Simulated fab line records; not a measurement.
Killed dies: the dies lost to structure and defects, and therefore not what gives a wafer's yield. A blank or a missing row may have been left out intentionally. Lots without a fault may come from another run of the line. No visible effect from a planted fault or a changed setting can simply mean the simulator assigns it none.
What tool caused it? + flow n5_finfet + 10 lots, 30 wafers sampled, at 5 steps of a route of 1938

## WHAT THE GAUGES SHOWED, per wafer
N5_BEOL_M13_OCD_MEAS_35.
| lot  | measured     | on     | trench_depth_nm (nm) |
|------|--------------|--------|----------------------|
| L268 | day 11 05:45 | ocd-02 | 413 420 409          |
| L270 | day 11 10:38 | ocd-02 | 412 411 411          |
| L271 | day 11 18:08 | ocd-02 | 408 418 405          |
| L273 | day 12 15:29 | ocd-02 | 417 412 422          |
| L285 | day 16 01:21 | ocd-01 | 407 417 409          |
| L282 | day 16 01:34 | ocd-01 | 402 399 410          |
| L288 | day 16 10:25 | ocd-01 | 408 404 410          |
| L290 | day 17 01:42 | ocd-02 | 415 412 417          |
| L287 | day 17 02:01 | ocd-01 | 410 412 409          |
| L286 | day 17 02:49 | ocd-02 | 404 406 408          |

N5_BEOL_M14_THK_MEAS_01.
| lot  | measured     | on            | M14_ILD_THK (nm) |
|------|--------------|---------------|------------------|
| L268 | day 11 08:40 | film_metro-02 | 1102 1118 1133   |
| L270 | day 11 16:00 | film_metro-02 | 1117 1137 1130   |
| L271 | day 11 22:10 | film_metro-01 | 1126 1129 1129   |
| L273 | day 12 17:25 | film_metro-01 | 1138 1111 1146   |
| L285 | day 16 06:26 | film_metro-02 | 1112 1119 1119   |
| L282 | day 16 07:51 | film_metro-01 | 1013 1124 1145   |
| L288 | day 16 15:59 | film_metro-01 | 1089 1106 1135   |
| L290 | day 17 03:55 | film_metro-02 | 1106 1125 1127   |
| L287 | day 17 04:54 | film_metro-01 | 1127 1117 1130   |
| L286 | day 17 06:00 | film_metro-02 | 1109 1136 1133   |

## TOOL THAT RAN EACH LOT (tool first, then ch and the chambers of the sampled wafers, then the start)
| lot  | N5_BEOL_M13_ETCH_38                | N5_BEOL_M13_DEGAS_41         | N5_BEOL_M14_ILD_DEP_00          |
|------|------------------------------------|------------------------------|---------------------------------|
| L268 | rie_diel-03 ch 1,2,3, day 11 06:47 | pvd_sputter-03, day 11 07:10 | pecvd-02 ch 0,1, day 11 08:29   |
| L270 | rie_diel-04 ch 1,2,3, day 11 13:46 | pvd_sputter-03, day 11 14:26 | pecvd-01 ch 1,2, day 11 15:49   |
| L271 | rie_diel-03 ch 0,1,2, day 11 20:04 | pvd_sputter-02, day 11 20:40 | pecvd-03 ch 0,1,2, day 11 21:58 |
| L273 | rie_diel-04 ch 0,2,3, day 12 15:36 | pvd_sputter-01, day 12 15:53 | pecvd-02 ch 0,1,2, day 12 17:14 |
| L285 | rie_diel-01 ch 0,1,2, day 16 02:49 | pvd_sputter-02, day 16 04:56 | pecvd-01 ch 0,1,2, day 16 06:14 |
| L282 | rie_diel-04 ch 0,1, day 16 05:52   | pvd_sputter-02, day 16 06:22 | pecvd-02 ch 1,2, day 16 07:40   |
| L288 | rie_diel-03 ch 1,2, day 16 13:47   | pvd_sputter-01, day 16 14:27 | pecvd-01 ch 0,1, day 16 15:47   |
| L290 | rie_diel-01 ch 0,2, day 17 02:05   | pvd_sputter-03, day 17 02:26 | pecvd-01 ch 1,2, day 17 03:44   |
| L287 | rie_diel-04 ch 0,2,3, day 17 02:45 | pvd_sputter-01, day 17 03:25 | pecvd-03 ch 0,1,2, day 17 04:43 |
| L286 | rie_diel-01 ch 0,2, day 17 03:49   | pvd_sputter-02, day 17 04:30 | pecvd-03 ch 0,1, day 17 05:49   |
- N5_BEOL_M13_ETCH_38: etches SiCN in CF4/N2, target depth 67.5 nm, time 71.9 s.
- N5_BEOL_M13_DEGAS_41: time 60 s.
- N5_BEOL_M14_ILD_DEP_00: deposits SiO2 from TEOS/O2, target thk 1119.3 nm, time 237.4 s.

## AS READ BY THE TOOLS THEMSELVES (means over the sampled wafers that have a number; for cases with no such wafer, the mark the record gives instead)
N5_BEOL_M13_ETCH_38.
| lot  | tool        | drypump_motor_current_A (A) | mfc_ar_sccm (sccm) | oes_product_au (a.u.) | rf_vpp_V (V) | showerhead_plenum_p_Torr (Torr) | throttle_valve_pct (%) |
|------|-------------|-----------------------------|--------------------|-----------------------|--------------|---------------------------------|------------------------|
| L268 | rie_diel-03 | 6.1                         | 100.09             | 0.76                  | 381.5        | 2.17                            | 15.34                  |
| L270 | rie_diel-04 | 6.0                         | 99.74              | 0.79                  | 382.0        | 2.19                            | 15.25                  |
| L271 | rie_diel-03 | 6.1                         | 99.89              | 0.77                  | 380.9        | 2.18                            | 15.27                  |
| L273 | rie_diel-04 | 6.2                         | 100.21             | 0.77                  | 381.6        | 2.18                            | 15.29                  |
| L285 | rie_diel-01 | 5.2                         | 99.73              | 0.70                  | 381.5        | 2.16                            | 15.53                  |
| L282 | rie_diel-04 | 5.2                         | 100.02             | 0.69                  | 383.7        | 2.26                            | 15.45                  |
| L288 | rie_diel-03 | 5.8                         | 99.86              | 0.75                  | 381.4        | 2.18                            | 15.26                  |
| L290 | rie_diel-01 | 5.5                         | 99.82              | 0.73                  | 381.8        | 2.20                            | 15.57                  |
| L287 | rie_diel-04 | 6.2                         | 100.09             | 0.74                  | 381.6        | 2.17                            | 15.35                  |
| L286 | rie_diel-01 | 5.5                         | 99.94              | 0.72                  | 381.4        | 2.20                            | 15.57                  |

N5_BEOL_M13_DEGAS_41.
| lot  | tool           | heater_power_w (W) |
|------|----------------|--------------------|
| L268 | pvd_sputter-03 | 329                |
| L270 | pvd_sputter-03 | 348                |
| L271 | pvd_sputter-02 | 338                |
| L273 | pvd_sputter-01 | 354                |
| L285 | pvd_sputter-02 | 347                |
| L282 | pvd_sputter-02 | 341                |
| L288 | pvd_sputter-01 | 328                |
| L290 | pvd_sputter-03 | 352                |
| L287 | pvd_sputter-01 | 324                |
| L286 | pvd_sputter-02 | 345                |

N5_BEOL_M14_ILD_DEP_00.
| lot  | tool     | heater_power_w (W) | run_length_s (s) | showerhead_plenum_p_Torr (Torr) | throttle_valve_pct (%) |
|------|----------|--------------------|------------------|---------------------------------|------------------------|
| L268 | pecvd-02 | 639                | 280.1            | 8.35                            | 18.5                   |
| L270 | pecvd-01 | 509                | 280.3            | 8.33                            | 17.8                   |
| L271 | pecvd-03 | 630                | 280.1            | 8.35                            | 18.7                   |
| L273 | pecvd-02 | 568                | 280.4            | 8.34                            | 18.3                   |
| L285 | pecvd-01 | 528                | 280.6            | 8.36                            | 18.0                   |
| L282 | pecvd-02 | 585                | 273.2            | 8.34                            | 18.7                   |
| L288 | pecvd-01 | 533                | 280.0            | 8.37                            | 18.5                   |
| L290 | pecvd-01 | 449                | 280.4            | 8.34                            | 17.9                   |
| L287 | pecvd-03 | 564                | 279.9            | 8.35                            | 18.8                   |
| L286 | pecvd-03 | 642                | 279.7            | 8.40                            | 18.8                   |

## THE ANSWER, worked out from the rows above alone
Rule: what is usual is taken from the lots themselves. Put in order of their means at a reading, lots are off if they are a third of the lots or fewer, leave a main group of 4 or more, and stand apart from it by a gap of 3 or more times the standard deviation of the main group's means; of several such gaps the widest counts. The tables above print the reading to a certain number of digits; a main group whose means all agree to those digits is not used. Also off: a lot with no number at a reading for which 4 or more lots have one. Where the step has rows for the other lots, those lots are counted as sound. After the gauges, taken in route order, come the tools' own readings; for these a lot's mean is taken, as printed above. At the first step where some lot is off, the reading lying furthest off is the one used; lots without a number count as furthest.
Off: L282 (N5_BEOL_M13_ETCH_38, rf_vpp_V). Main group: mean 381.5 V, sd 0.29.
A tool fits if, at that step or a process step before it, it ran every lot that is off, and no sound lot after the first of them. None of those tried fits.

## WHAT THE SIMULATOR PUT IN
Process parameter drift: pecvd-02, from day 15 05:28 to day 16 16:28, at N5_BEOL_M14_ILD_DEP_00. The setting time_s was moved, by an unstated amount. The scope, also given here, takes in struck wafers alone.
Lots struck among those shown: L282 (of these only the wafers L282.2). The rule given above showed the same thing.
